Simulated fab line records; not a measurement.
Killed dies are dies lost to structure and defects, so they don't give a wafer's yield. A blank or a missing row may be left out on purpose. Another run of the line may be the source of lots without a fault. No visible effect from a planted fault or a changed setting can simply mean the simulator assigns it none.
Matching of chambers ; flow n5Finfet ; N5_FIN_SAQP_HM_OPEN_73 on rieDiel-02 has 4 sister chambers
The step chemistry CHF3/O2, target SiO2, stops on a-Si, target depth 12 nm, time 16.8 s. 4 wafers are shown with their chamber, then 7 later ones without.

## EACH WAFER AND ITS CHAMBER
wafer;chamber;showerheadPlenumPTorr (Torr)
L084.3;2;2.29
L084.5;3;2.41
L085.3;1;2.40
L085.5;0;2.48

## WAFERS WHOSE CHAMBER IS MISSING
wafer;showerheadPlenumPTorr (Torr)
L085.6;2.41
L089.2;2.48
L089.4;2.39
L089.5;2.41
L090.1;2.48
L090.4;2.48
L090.6;2.41

## THE CHAMBER EACH PASSED THROUGH
wafer;from the rows above;in truth
L085.6;3;3
L089.2;0;0
L089.4;1;1
L089.5;3;3
L090.1;0;0
L090.4;0;0
L090.6;3;3
Placed correctly: 7 of 7. Can't be placed from these rows: 0. Placed wrongly: 0.
How it was worked out, from the rows above alone: a wafer's distance from a chamber is the root of the sum, over the readings, of the square of ((its reading less the chamber's mean) divided by the reading's scatter). The wafer belongs to the nearest chamber; if the next one is less than 2 further off, it can't be placed. For every chamber, the mean is computed from those of its wafers that are shown. The scatter: with one shown wafer a chamber, the root of the mean of the squares of how far each hidden wafer lies from its nearest shown one.
